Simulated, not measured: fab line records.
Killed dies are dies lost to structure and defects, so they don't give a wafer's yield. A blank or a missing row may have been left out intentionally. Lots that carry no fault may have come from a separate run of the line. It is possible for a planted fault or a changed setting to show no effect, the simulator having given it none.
Chamber matching || flow n5_finfet || N5_GATE_CUT_ETCH_58 on rie_diel-03 has 4 sister chambers
The step etches SiNx in CH3F/O2, target depth 17 nm, time 128.6 s. 16 wafers are shown with their chamber, then 8 later ones without.

## WAFERS, EACH WITH ITS CHAMBER
{"wafer": "L074.2", "chamber": 1, "drypump_motor_current_A (A)": 6.0, "showerhead_plenum_p_Torr (Torr)": 2.08, "throttle_valve_pct (%)": 16.7}
{"wafer": "L074.3", "chamber": 0, "drypump_motor_current_A (A)": 4.9, "showerhead_plenum_p_Torr (Torr)": 2.02, "throttle_valve_pct (%)": 16.0}
{"wafer": "L074.6", "chamber": 1, "drypump_motor_current_A (A)": 6.0, "showerhead_plenum_p_Torr (Torr)": 2.08, "throttle_valve_pct (%)": 16.7}
{"wafer": "L076.2", "chamber": 2, "drypump_motor_current_A (A)": 5.8, "showerhead_plenum_p_Torr (Torr)": 2.02, "throttle_valve_pct (%)": 16.2}
{"wafer": "L076.5", "chamber": 1, "drypump_motor_current_A (A)": 6.1, "showerhead_plenum_p_Torr (Torr)": 2.08, "throttle_valve_pct (%)": 16.7}
{"wafer": "L076.6", "chamber": 0, "drypump_motor_current_A (A)": 4.9, "showerhead_plenum_p_Torr (Torr)": 2.02, "throttle_valve_pct (%)": 16.0}
{"wafer": "L077.1", "chamber": 3, "drypump_motor_current_A (A)": 6.6, "showerhead_plenum_p_Torr (Torr)": 2.06, "throttle_valve_pct (%)": 16.4}
{"wafer": "L077.5", "chamber": 2, "drypump_motor_current_A (A)": 5.8, "showerhead_plenum_p_Torr (Torr)": 2.02, "throttle_valve_pct (%)": 16.2}
{"wafer": "L077.6", "chamber": 3, "drypump_motor_current_A (A)": 6.6, "showerhead_plenum_p_Torr (Torr)": 2.06, "throttle_valve_pct (%)": 16.4}
{"wafer": "L081.2", "chamber": 3, "drypump_motor_current_A (A)": 6.6, "showerhead_plenum_p_Torr (Torr)": 2.06, "throttle_valve_pct (%)": 16.0}
{"wafer": "L081.4", "chamber": 0, "drypump_motor_current_A (A)": 4.9, "showerhead_plenum_p_Torr (Torr)": 2.02, "throttle_valve_pct (%)": 16.0}
{"wafer": "L081.5", "chamber": 2, "drypump_motor_current_A (A)": 5.8, "showerhead_plenum_p_Torr (Torr)": 2.02, "throttle_valve_pct (%)": 16.2}
{"wafer": "L084.2", "chamber": 0, "drypump_motor_current_A (A)": 4.9, "showerhead_plenum_p_Torr (Torr)": 2.01, "throttle_valve_pct (%)": 16.1}
{"wafer": "L084.4", "chamber": 2, "drypump_motor_current_A (A)": 5.8, "showerhead_plenum_p_Torr (Torr)": 2.01, "throttle_valve_pct (%)": 16.2}
{"wafer": "L084.6", "chamber": 3, "drypump_motor_current_A (A)": 6.7, "showerhead_plenum_p_Torr (Torr)": 2.06, "throttle_valve_pct (%)": 16.0}
{"wafer": "L089.1", "chamber": 2, "drypump_motor_current_A (A)": 5.8, "showerhead_plenum_p_Torr (Torr)": 2.01, "throttle_valve_pct (%)": 16.2}

SIGNATURES (averages over the wafers above)
{"reading": "drypump_motor_current_A", "chamber 0": 4.900, "chamber 1": 6.033, "chamber 2": 5.800, "chamber 3": 6.625, "scatter within a chamber": 0.0344}
{"reading": "showerhead_plenum_p_Torr", "chamber 0": 2.0175, "chamber 1": 2.0800, "chamber 2": 2.0160, "chamber 3": 2.0600, "scatter within a chamber": 0.00403}
{"reading": "throttle_valve_pct", "chamber 0": 16.025, "chamber 1": 16.700, "chamber 2": 16.200, "chamber 3": 16.200, "scatter within a chamber": 0.118}
Rule: a wafer lies at a distance from a chamber equal to the root of the sum of squares, over the readings, of (its reading less the chamber's mean, divided by the reading's scatter). The wafer belongs to the nearest chamber; if the next one is less than 2 further off, it can't be placed. The scatter: the root of (the sum of the squares of (reading less its chamber's mean) over the shown wafers, divided by (wafers less chambers)).

## WAFERS MISSING THEIR CHAMBER
{"wafer": "L089.2", "drypump_motor_current_A (A)": 6.1, "showerhead_plenum_p_Torr (Torr)": 2.07, "throttle_valve_pct (%)": 16.7}
{"wafer": "L089.3", "drypump_motor_current_A (A)": 6.6, "showerhead_plenum_p_Torr (Torr)": 2.05, "throttle_valve_pct (%)": 16.1}
{"wafer": "L093.1", "drypump_motor_current_A (A)": 6.6, "showerhead_plenum_p_Torr (Torr)": 2.05, "throttle_valve_pct (%)": 16.1}
{"wafer": "L093.5", "drypump_motor_current_A (A)": 6.1, "showerhead_plenum_p_Torr (Torr)": 2.07, "throttle_valve_pct (%)": 16.7}
{"wafer": "L093.6", "drypump_motor_current_A (A)": 5.8, "showerhead_plenum_p_Torr (Torr)": 2.01, "throttle_valve_pct (%)": 16.2}
{"wafer": "L096.1", "drypump_motor_current_A (A)": 4.9, "showerhead_plenum_p_Torr (Torr)": 2.01, "throttle_valve_pct (%)": 16.1}
{"wafer": "L096.3", "drypump_motor_current_A (A)": 6.7, "showerhead_plenum_p_Torr (Torr)": 2.05, "throttle_valve_pct (%)": 16.1}
{"wafer": "L096.5", "drypump_motor_current_A (A)": 6.1, "showerhead_plenum_p_Torr (Torr)": 2.06, "throttle_valve_pct (%)": 16.7}

## THE CHAMBER EACH PASSED THROUGH
{"wafer": "L089.2", "from the rows above": 1, "in truth": 1}
{"wafer": "L089.3", "from the rows above": 3, "in truth": 3}
{"wafer": "L093.1", "from the rows above": 3, "in truth": 3}
{"wafer": "L093.5", "from the rows above": 1, "in truth": 1}
{"wafer": "L093.6", "from the rows above": 2, "in truth": 2}
{"wafer": "L096.1", "from the rows above": 0, "in truth": 0}
{"wafer": "L096.3", "from the rows above": 3, "in truth": 3}
{"wafer": "L096.5", "from the rows above": 1, "in truth": 1}
8 of 8 placed correctly. Left unplaced by these rows: 0. 0 placed wrongly.
